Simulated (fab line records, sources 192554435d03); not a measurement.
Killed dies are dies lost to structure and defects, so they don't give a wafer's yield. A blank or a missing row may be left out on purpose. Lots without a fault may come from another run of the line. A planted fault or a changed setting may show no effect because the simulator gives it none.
fab line records | flow n5_finfet
record lots=11 wafers=33 last_day=18
route steps=1938 shown BEOL_M4@1111 BEOL_M15@1806 MIM_BOT@1832 MIM_TOP@1836 PASSIVATION@1936
lots that met no fault: from a run of the same line without faults
start_h: hours from the record's first day to the start of the lot's first wafer shown | wait_h: hours since the lot's step before | " the same as in the row above | L1.1+2: a row that stands for several wafers | - no value, or no start given | * or withheld: withheld | < > ~ a bound
route shown NAME@n: a module of which the file shows steps, and the number in the route of the first | usual: mean/standard deviation of fault-free wafers | same: alike in all rows | chamber/n: place in a boat | sites: the reading at each site | _std_site: their standard deviation | _edge_site: outer sites' mean less inner sites' | radius_mm: how far each site lies from the wafer's centre | mask NAME#n: copy n | behind: the tool/chamber that last shaped the wafer | hold: why the lot was held/for how many hours/how that ended | device: the transistor (n, p or np) that didn't switch | end of line: the same wafers' tests at the end of the route | a step without rows: its recipe alone | killed: dies lost to structure and defects at the first sort, not the wafer's yield | map: a wafer's dies, x killed, . not, _ none there
set.NAME: the setting as run; set.NAME@STEP: as run at that earlier step | model.NAME: the simulator's own value behind a step, which no gauge read
steps of the route over a sample of lots; a table a step, a row a wafer
services: from which hour (start_h, from the record's first day; less than 0 if before it) a tool's chamber was out of use, for how many hours, and why
## steps
# step N5_BEOL_M4_RC_MEAS_101
# usual DIBL_N=35.9/1.8 DIBL_P=36.2/2 IOFF_N=0.16/0.031 IOFF_P=0.22/0.041 ION_N=676/11 ION_P=465/8.5 SS_N=71.4/0.64 SS_P=73.2/0.7 VT_N=250/3.5 VT_P=-250/3.9
# columns lot.wafer tool chamber start_h wait_h DIBL_N[mV/V] DIBL_P[mV/V] IOFF_N[nA/um] IOFF_P[nA/um] ION_N[uA/um] ION_P[uA/um] SS_N[mV/dec] SS_P[mV/dec] VT_N[mV] VT_P[mV]
L337.1 prober-02 0 172.36 0.0 35.3 37.7 0.15 0.21 681 472 70.8 73.5 250 -250
L337.3 " 0 " " 34.0 35.3 0.13 0.18 657 456 70.9 73.1 253 -252
L337.5 " 0 " " 35.9 37.8 0.16 0.22 688 467 70.8 73.5 251 -249
L339.3 prober-02 0 189.02 0.3 32.6 34.6 0.12 0.18 668 462 70.5 72.7 254 -248
L339.5 " 0 " " 29.3 29.7 0.08 0.12 652 450 70.0 71.0 260 -254
L339.6 " 0 " " 34.5 34.9 0.14 0.18 655 451 71.0 71.9 252 -251
L340.2 prober-01 0 195.17 0.2 36.8 36.1 0.18 0.25 681 471 72.3 73.8 249 -244
L340.4 " 0 " " 36.2 35.4 0.15 0.24 673 474 71.4 74.1 250 -245
L340.6 " 0 " " 34.8 34.8 0.15 0.23 678 472 71.2 73.0 249 -247
L342.1 prober-02 0 203.17 0.0 36.7 36.8 0.15 0.18 670 456 70.9 73.6 252 -256
L342.3 " 0 " " 38.2 39.8 0.19 0.24 684 464 71.9 73.7 248 -250
L342.5 " 0 " " 37.1 37.2 0.15 0.20 666 458 70.8 73.7 251 -253
L348.1 prober-02 0 243.81 0.0 35.2 36.3 0.16 0.22 689 471 71.2 74.0 249 -249
L348.4 " 0 " " 35.5 36.5 0.17 0.22 673 463 71.4 74.3 247 -249
L348.6 " 0 " " 32.4 32.3 0.11 0.17 650 456 71.5 72.7 256 -249
L349.1 prober-01 0 252.03 0.0 34.1 35.4 0.15 0.19 672 461 70.4 73.0 250 -252
L349.4 " 0 " " 33.9 34.9 0.13 0.18 663 459 71.3 72.6 251 -253
L349.5 " 0 " " 32.4 33.7 0.12 0.16 674 463 70.7 72.8 251 -255
L351.4 prober-01 0 260.33 0.5 35.2 35.3 0.14 0.17 675 460 70.3 72.5 250 -253
L351.5 " 0 " " 34.8 35.6 0.13 0.16 676 458 71.0 72.3 254 -256
L351.6 " 0 " " 35.6 35.4 0.14 0.17 678 455 71.6 72.6 252 -256
L354.1 prober-02 0 284.66 0.0 36.1 35.7 0.13 0.20 661 461 70.1 73.6 252 -250
L354.2 " 0 " " 42.1 43.3 0.29 0.37 712 481 71.9 74.9 239 -239
L354.6 " 0 " " 37.3 37.6 0.16 0.25 677 469 70.5 74.3 250 -246
L356.1 prober-01 0 292.51 0.0 36.6 37.1 0.16 0.25 684 476 71.8 72.6 248 -247
L356.5 " 0 " " 37.2 37.5 0.16 0.26 673 470 71.3 73.7 251 -247
L356.6 " 0 " " 38.2 39.3 0.21 0.30 702 484 71.5 73.6 244 -246
L358.2 prober-02 0 308.80 0.2 35.1 35.2 0.14 0.21 684 470 71.1 72.6 247 -248
L358.3 " 0 " " 37.9 37.1 0.18 0.24 691 473 71.3 74.2 248 -248
L358.5 " 0 " " 37.0 36.8 0.16 0.24 678 470 71.6 73.5 248 -248
L359.1 prober-02 0 321.11 0.0 35.7 35.5 0.13 0.15 676 456 70.6 73.4 250 -258
L359.3 " 0 " " 35.4 35.8 0.13 0.15 678 464 70.6 72.5 254 -259
L359.5 " 0 " " 35.6 36.1 0.14 0.15 675 452 71.2 73.0 249 -256
# step N5_BEOL_M15_INSPECT_30
# recipe mode=adi inspect_instrument=macro
# usual raw_defect_count=2.0/1.5
# columns lot.wafer tool chamber start_h wait_h raw_defect_count
L337.1 defect_inspect-01 - 267.07 0.0 1
L337.3 " - " " 2
L337.5 " - " " 0
L339.3 defect_inspect-01 - 283.77 0.0 0
L339.5 " - " " 4
L339.6 " - " " 2
L340.2 defect_inspect-02 - 288.05 0.0 5
L340.4 " - " " 3
L340.6 " - " " 2
L342.1 defect_inspect-01 - 294.27 0.0 1
L342.3 " - " " 3
L342.5 " - " " 4
L348.1 defect_inspect-01 - 334.38 0.0 1
L348.4 " - " " 2
L348.6 " - " " 3
L351.4 defect_inspect-02 - 350.95 0.0 2
L351.5 " - " " 1
L351.6 " - " " 3
L349.1 defect_inspect-01 - 351.71 0.0 1
L349.4 " - " " 2
L349.5 " - " " 3
L354.1 defect_inspect-02 - 372.92 0.0 2
L354.2 " - " " 2
L354.6 " - " " 0
L356.1 defect_inspect-01 - 375.89 0.0 0
L356.5 " - " " 1
L356.6 " - " " 2
L358.2 defect_inspect-02 - 392.59 0.0 0
L358.3 " - " " 0
L358.5 " - " " 1
L359.1 defect_inspect-02 - 410.70 0.0 3
L359.3 " - " " 0
L359.5 " - " " 0
# step N5_BEOL_M15_DEGAS_41
# recipe ambient=vacuum temp_c=300 time_s=60
# usual heater_power_w=472/51
# columns lot.wafer tool chamber start_h wait_h heater_power_w
L337.1 pvd_sputter-01 - 270.68 0.7 385
L337.3 " - " " 495
L337.5 " - " " 390
L339.3 pvd_sputter-02 - 286.91 0.4 435
L339.5 " - " " 510
L339.6 " - " " 437
L340.2 pvd_sputter-03 - 291.08 0.4 514
L340.4 " - " " 472
L340.6 " - " " 484
L342.1 pvd_sputter-03 - 297.16 0.0 509
L342.3 " - " " 495
L342.5 " - " " 475
L348.1 pvd_sputter-02 - 338.27 0.4 507
L348.4 " - " " 452
L348.6 " - " " 445
L351.4 pvd_sputter-01 - 362.55 0.2 492
L351.5 " - " " 383
L351.6 " - " " 553
L349.1 pvd_sputter-03 - 362.70 0.3 506
L349.4 " - " " 505
L349.5 " - " " 473
L354.1 pvd_sputter-03 - 375.53 0.4 464
L354.2 " - " " 486
L354.6 " - " " 476
L356.1 pvd_sputter-01 - 379.51 0.3 482
L356.5 " - " " 530
L356.6 " - " " 380
L358.2 pvd_sputter-02 - 393.42 0.0 454
L358.3 " - " " 370
L358.5 " - " " 510
L359.1 pvd_sputter-02 - 414.98 0.3 428
L359.3 " - " " 361
L359.5 " - " " 432
# step N5_MIM_BOT_DEGAS_01
# recipe ambient=vacuum temp_c=300 time_s=60
# usual heater_power_w=475/50
# columns lot.wafer tool chamber start_h wait_h heater_power_w
L337.1 pvd_sputter-03 - 274.29 1.0 481
L337.3 " - " " 522
L337.5 " - " " 521
L339.3 pvd_sputter-02 - 290.31 1.0 451
L339.5 " - " " 501
L339.6 " - " " 452
L340.2 pvd_sputter-02 - 294.09 0.6 377
L340.4 " - " " 521
L340.6 " - " " 426
L342.1 pvd_sputter-03 - 302.74 2.9 489
L342.3 " - " " 479
L342.5 " - " " 475
L348.1 pvd_sputter-01 - 342.76 0.1 392
L348.4 " - " " 548
L348.6 " - " " 387
L351.4 pvd_sputter-01 - 366.29 1.0 491
L351.5 " - " " 517
L351.6 " - " " 491
L349.1 pvd_sputter-01 - 366.73 1.2 517
L349.4 " - " " 395
L349.5 " - " " 524
L354.1 pvd_sputter-01 - 379.21 1.2 507
L354.2 " - " " 529
L354.6 " - " " 377
L356.1 pvd_sputter-01 - 383.27 1.4 390
L356.5 " - " " 543
L356.6 " - " " 502
L358.2 pvd_sputter-02 - 397.08 1.3 452
L358.3 " - " " 421
L358.5 " - " " 427
L359.1 pvd_sputter-03 - 418.13 0.8 505
L359.3 " - " " 491
L359.5 " - " " 494
# step N5_MIM_TOP_ALD_02
# recipe material=Al2O3 target_thk_a=* temp_c=withheld ald_precursor_family=TMA ald_co_reactant=O3 pulse_time_s=withheld purge_time_s=3 co_reactant_purge_time_s=withheld co_reactant_pulse_time_s=3 ald_cycles=withheld
# usual precursor_pulse_height_rel=0.999/0.021
# columns lot.wafer tool chamber start_h wait_h precursor_pulse_height_rel
L337.1 ald_hk-03 0 274 - 1.002
L337.3 " 1 " " 0.964
L337.5 " 2 " " 1.014
L339.3 ald_hk-03 3 290 - -
L339.5 " 0 " " -
L339.6 " 3 " " -
L340.2 ald_hk-01 3 294 - -
L340.4 " 2 " " -
L340.6 " 3 " " -
L342.1 ald_hk-01 1 303 - -
L342.3 " 2 " " -
L342.5 " 1 " " -
L348.1 ald_hk-03 1 343 - 0.977
L348.4 " 0 " " 0.983
L348.6 " 2 " " 1.008
L351.4 ald_hk-02 0 366 - 1.003
L351.5 " 2 " " 1.020
L351.6 " 1 " " 1.017
L349.1 ald_hk-03 2 367 - 1.014
L349.4 " 1 " " 0.977
L349.5 " 3 " " 0.998
L354.1 ald_hk-02 1 379 - 1.037
L354.2 " 2 " " 0.979
L354.6 " 3 " " 0.997
L356.1 ald_hk-03 2 383 - 1.001
L356.5 " 0 " " 1.006
L356.6 " 1 " " 0.989
L358.2 ald_hk-02 3 397 - 1.023
L358.3 " 2 " " 1.009
L358.5 " 0 " " 0.992
L359.1 ald_hk-03 0 418 - 1.048
L359.3 " 2 " " 1.053
L359.5 " 2 " " 1.006
# step N5_PASSIVATION_PROBE_49
# usual defect_limited_yield=91.3/1.3 killed_at_M0_to_M3=35/9.3 killed_at_M4_up=14/5.2 killed_at_contacts=12/5.9 killed_at_front_end=38/11 killed_at_other=4/3.7 killed_dies=103/15 killed_open=67/12 killed_short=34/8 sort_bin_5_function=5.1/0.88 sort_bin_6_memory=3.3/0.65 sort_n_pass=1077/15 sort_yield_pct=91.3/1.3
# same gross_dies=1180 killed_at_back_side=0 sort_bin_4_leakage[%]=0 sort_bin_8_speed[%]=0
# columns lot.wafer tool chamber start_h wait_h defect_limited_yield[%] killed_at_M0_to_M3 killed_at_M4_up killed_at_contacts killed_at_front_end killed_at_other killed_dies killed_open killed_short sort_bin_5_function[%] sort_bin_6_memory[%] sort_n_pass sort_yield_pct[%]
L339.3 prober-02 - 302.71 0.1 86.7 40 20 13 29 55 157 71 32 9.4 3.6 1023 86.7
L339.5 prober-02 - 302.81 0.2 86.9 32 15 30 27 50 154 67 38 9.7 3.2 1026 86.9
L339.6 prober-02 - 302.86 0.3 86.2 49 13 15 41 45 163 72 45 10.3 3.2 1017 86.2
L340.2 prober-01 - 309.49 0.1 86.4 40 13 14 30 64 161 57 39 10.4 3.0 1019 86.4
L340.4 prober-01 - 309.59 0.2 86.4 48 15 8 37 52 160 77 30 9.4 3.8 1020 86.4
L340.6 prober-01 - 309.69 0.3 86.4 61 14 10 30 46 161 79 37 8.9 4.0 1019 86.4
L342.1 prober-02 - 315.42 0.0 86.0 39 14 13 49 50 165 87 29 10.1 3.8 1015 86.0
L342.3 prober-02 - 315.52 0.1 85.7 27 18 9 64 51 169 82 35 9.9 4.2 1011 85.7
L342.5 prober-02 - 315.62 0.2 86.8 40 24 7 41 44 156 86 26 9.4 3.8 1024 86.8
# killed by level:class
L339.3 MIM_TOP:area_ald=53 BEOL_M4:geometric_particle:open=12 MOL_CONTACT_COAG:geometric_particle:open=11 BEOL_M2:geometric_particle:open=9 BEOL_M1:geometric_particle:short=8 BEOL_M0_SAQP:geometric_particle:open=7 FIN_SAQP:geometric_particle:open=5 STI_FIN_REVEAL:geometric_particle:open=5
L339.5 MIM_TOP:area_ald=48 MOL_CONTACT_COAG:geometric_particle:open=19 MOL_CONTACT_COAG:geometric_particle:short=11 STI_FIN_REVEAL:geometric_particle:open=7 BEOL_M4:geometric_particle:short=7 BEOL_M0_SAQP:geometric_particle:open=6 BEOL_M2:geometric_particle:open=6 FIN_SAQP:geometric_particle:open=5
L339.6 MIM_TOP:area_ald=45 BEOL_M0_SAQP:geometric_particle:open=13 MOL_CONTACT_COAG:geometric_particle:open=12 BEOL_M0_SAQP:geometric_particle:short=12 FIN_SAQP:geometric_particle:short=11 BEOL_M3:geometric_particle:open=10 BEOL_M2:geometric_particle:open=9 DUMMY_GATE:geometric_particle:open=7
L340.2 MIM_TOP:area_ald=64 BEOL_M3:geometric_particle:open=11 MOL_CONTACT_COAG:geometric_particle:open=10 BEOL_M0_SAQP:geometric_particle:open=9 BEOL_M0_SAQP:geometric_particle:short=8 FIN_SAQP:geometric_particle:short=7 FIN_SAQP:geometric_particle:open=7 BEOL_M4:geometric_particle:open=5
L340.4 MIM_TOP:area_ald=52 BEOL_M0_SAQP:geometric_particle:open=15 FIN_SAQP:geometric_particle:open=13 BEOL_M2:geometric_particle:open=12 FIN_SAQP:geometric_particle:short=11 BEOL_M4:geometric_particle:open=9 MOL_CONTACT_COAG:geometric_particle:open=7 BEOL_M0_SAQP:geometric_particle:short=7
L340.6 MIM_TOP:area_ald=45 BEOL_M0_SAQP:geometric_particle:open=19 FIN_SAQP:geometric_particle:open=13 BEOL_M0_SAQP:geometric_particle:short=12 BEOL_M3:geometric_particle:open=10 BEOL_M2:geometric_particle:open=8 FIN_SAQP:geometric_particle:short=7 MOL_CONTACT_COAG:geometric_particle:open=7
L342.1 MIM_TOP:area_ald=49 STI_FIN_REVEAL:geometric_particle:open=15 FIN_SAQP:geometric_particle:open=11 MOL_CONTACT_COAG:geometric_particle:open=11 BEOL_M0_SAQP:geometric_particle:short=11 BEOL_M0_SAQP:geometric_particle:open=7 BEOL_M1:geometric_particle:open=6 BEOL_M3:geometric_particle:open=6
L342.3 MIM_TOP:area_ald=50 FIN_SAQP:geometric_particle:open=14 STI_FIN_REVEAL:geometric_particle:open=12 BEOL_M4:geometric_particle:open=8 MOL_CONTACT_COAG:geometric_particle:open=7 GATE_CUT:geometric_particle:open=7 FIN_SAQP:geometric_particle:short=6 BEOL_M0_SAQP:geometric_particle:open=6
L342.5 MIM_TOP:area_ald=42 FIN_SAQP:geometric_particle:open=10 BEOL_M0_SAQP:geometric_particle:open=10 FIN_SAQP:geometric_particle:short=9 BEOL_M3:geometric_particle:open=9 STI_FIN_REVEAL:geometric_particle:open=8 BEOL_M4:geometric_particle:open=8 MOL_CONTACT_COAG:geometric_particle:open=7
## services
# columns tool chamber start_h hours kind
pvd_sputter-03 - 254.06 7.5 repair
ald_hk-02 - 300.51 8.7 pm
ald_hk-03 - 324.71 0.8 repair
ald_hk-01 - 336.89 8.7 pm
pvd_sputter-01 - 351.60 5.5 repair
ald_hk-03 - 370.86 8.7 pm
ald_hk-02 - 391.50 2.8 pm
ald_hk-02 - 411.88 0.8 repair
## key
first_sign step=N5_MIM_TOP_ALD_02 reading=tool_record direction=missing
effect step=N5_PASSIVATION_PROBE_49 reading=killed_at_other direction=up sigmas=13 usual=4 struck=51
more_kills_born_at N5_MIM_TOP_ALD_02@ald_hk-01=302 N5_MIM_TOP_ALD_02@ald_hk-03=146
met_at N5_MIM_TOP_ALD_02
struck_lots L339,L340,L342
not_acting_at N5_BEOL_M15_INSPECT_30,N5_BEOL_M15_DEGAS_41,N5_MIM_BOT_DEGAS_01
onset_between 274 290
fault kind=skipped_step_whole tool=ald_hk-01,ald_hk-03 chamber=- onset_h=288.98 steps=N5_MIM_TOP_ALD_02 scope=struck_lots_only
